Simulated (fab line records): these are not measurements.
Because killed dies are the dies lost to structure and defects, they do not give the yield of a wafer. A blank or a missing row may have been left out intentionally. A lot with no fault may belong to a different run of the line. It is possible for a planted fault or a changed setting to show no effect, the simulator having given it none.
Problem report in the 8D (eight disciplines) form, filled by code + flow nandHarc + the parts of the form that need people (team, actions taken, sign-off) are left out

## 1. THE ISSUE
At NHARC_P_STI_INSPECT_25, rawDefectCount averages 1076 over 6 wafers from 2 lots, while fault-free wafers read 224, standard deviation 74. Measured from the usual mean, that is +12 standard deviations.
First seen on wafer L303.1, day 7 06:11, on defectInspect-02. The record has a number at this step for 36 wafers belonging to 12 lots. Rule for "out" (also "out of limits"): further than 4 standard deviations from the usual mean. The other wafers with a number count as sound.

## 2. WHAT IT IS, AND WHAT IT ISN'T
| question                    | is                                 | is not                                                                    |
|-----------------------------|------------------------------------|---------------------------------------------------------------------------|
| which readings at this step | rawDefectCount                     | -                                                                         |
| which lots                  | L303, L304                         | L289, L291, L293, L295, L296, L297, L299, L301, L308, L309                |
| which wafers of those lots  | all that have a number             | -                                                                         |
| read on which gauges        | defectInspect-01, defectInspect-02 | -                                                                         |
| when                        | from day 7 06:11                   | up to then (24 sound wafers); but 6 sound wafers of L308, L309 came after |

## 3. WHAT RULES OUT EACH SUSPECT
Counting: a tool stays on the suspect list if, at a process step up to the reading, it processed all lots that are out and no sound lot following the first of them.
- ruled out: the gauge at NHARC_P_STI_INSPECT_25. 2 gauges (defectInspect-01, defectInspect-02) read the wafers that are out.
- furnace-06 at NHARC_P_STI_OXIDE_40 (material SiO2, target thk 10 nm, ox time 1362 s): kept. Every lot that is out went through it, starting with L303 (day 7 02:08), and after that it ran no sound lot; the last sound lot it ran before then is L296 (day 5 12:31).
Left after counting: furnace-06 at NHARC_P_STI_OXIDE_40.

## 4. THE CAUSE (what the simulator had put in)
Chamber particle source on furnace-06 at NHARC_P_STI_OXIDE_40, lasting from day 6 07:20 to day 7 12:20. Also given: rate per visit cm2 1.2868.
Counting left only this tool.

## 5. THE CHAIN OF EFFECTS, in route order
Rows list readings where the struck wafers' mean (over those with a number) sits beyond 3 standard deviations from the usual. Readings are gone through only where the record gives a usual standard deviation; hours: the median, over the lots, of the time from a lot's start at the first step in this table giving one to that lot's start at this step; sigmas: the change measured in usual standard deviations.
| hours | step                    | reading           | usual | on struck wafers | change | sigmas      |
|-------|-------------------------|-------------------|-------|------------------|--------|-------------|
| 0     | NHARC_P_STI_INSPECT_25  | rawDefectCount    | 224   | 1076             | +852   | +12         |
| 28    | NHARC_P_GATE_INSPECT_28 | rawDefectCount    | 7     | 836              | +829   | +99 or more |
| 47    | NHARC_P_GATE_INSPECT_68 | rawDefectCount    | 205   | 1042             | +837   | +12         |
| 381   | NHARC_END_SORT_01       | killedAtPeriphery | 3.0   | 457.3            | +454.3 | +99 or more |
| 381   | NHARC_END_SORT_01       | killedDies        | 31    | 474              | +443   | +37         |
Later steps that measure or inspect, where all struck wafers having a row at the step show a number for every such reading and not one has moved that far: NHARC_P_GATE_CD_MEAS_11.

## 6. WHAT WOULD HAVE CAUGHT IT SOONER
23 hours passed between the start of the fault at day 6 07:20 and the first reading out of limits at a measuring or inspecting step in this record, taken at day 7 06:11.
Tool readings at NHARC_P_STI_OXIDE_40 with a usual standard deviation given in the record: none out on any struck wafer, hence no alarm at a limit of 4 standard deviations on them.
Each of the lots that are out, 2 in all, had begun NHARC_P_STI_OXIDE_40 on furnace-06 no later than day 7 06:11. A hold on the tool at that time would have spared none of them.
